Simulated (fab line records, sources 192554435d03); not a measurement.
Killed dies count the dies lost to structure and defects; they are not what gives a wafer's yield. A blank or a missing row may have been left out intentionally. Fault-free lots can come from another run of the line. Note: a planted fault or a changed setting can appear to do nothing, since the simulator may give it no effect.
Matching of chambers	flow n5-finfet	N5_BEOL_M7_VIA_ETCH_34 on rie-diel-04 has 4 sister chambers
The step etches SiCOH lowk in C4F6/O2, target depth 125.5 nm, time 50.5 s. 18 wafers are shown with their chamber, then 9 later ones without.

## EACH WAFER AND ITS CHAMBER
wafer	chamber	showerhead-plenum-p-Torr (Torr)	drypump-motor-current-A (A)	rf-vpp-V (V)
L074.4	2	2.90	4.9	649
L074.5	2	2.90	4.9	650
L074.6	3	2.69	5.9	653
L077.3	0	2.95	5.3	640
L077.4	2	2.90	4.9	649
L077.5	3	2.69	5.9	654
L080.1	0	2.95	5.3	640
L080.2	3	2.69	5.9	652
L080.5	1	2.93	6.3	669
L081.2	2	2.90	4.8	651
L081.3	1	2.93	6.2	670
L081.6	0	2.95	5.3	638
L084.3	0	2.95	5.3	639
L084.4	0	2.95	5.3	639
L084.6	2	2.89	4.9	651
L085.1	2	2.89	4.9	651
L085.3	1	2.93	6.3	669
L085.5	1	2.93	6.3	667

SIGNATURES (averages over the wafers above)
reading	chamber 0	chamber 1	chamber 2	chamber 3	scatter within a chamber
showerhead-plenum-p-Torr	2.9500	2.9300	2.8967	2.6900	0.00309
drypump-motor-current-A	5.300	6.275	4.883	5.900	0.0336
rf-vpp-V	639.20	668.75	650.17	653.00	1.01
Rule: distance of a wafer from a chamber = root of the sum over the readings of ((wafer's reading minus chamber's mean) / reading's scatter) squared. If the next closest chamber is less than 2 further off than the closest, the wafer can't be placed; otherwise it belongs to the closest. The scatter: take each reading less its chamber's mean, square it, sum over the shown wafers, divide by the number of wafers less the number of chambers, and take the root.

## WAFERS WITH NO CHAMBER GIVEN
wafer	showerhead-plenum-p-Torr (Torr)	drypump-motor-current-A (A)	rf-vpp-V (V)
L086.1	2.92	6.3	670
L086.2	2.94	5.3	640
L086.6	2.89	4.9	649
L090.1	2.94	5.3	639
L090.4	3.01	5.9	665
L090.5	2.89	4.9	650
L096.1	2.88	4.9	649
L096.2	2.91	6.3	667
L096.4	3.01	5.9	664

## CHAMBER TAKEN BY EACH
wafer	from the rows above	in truth
L086.1	1	1
L086.2	0	0
L086.6	2	2
L090.1	0	0
L090.4	1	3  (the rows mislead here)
L090.5	2	2
L096.1	2	2
L096.2	1	1
L096.4	1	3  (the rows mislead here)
Correct placement for 7 of the 9. From these rows, 0 cannot be placed. Wrongly placed: 2.
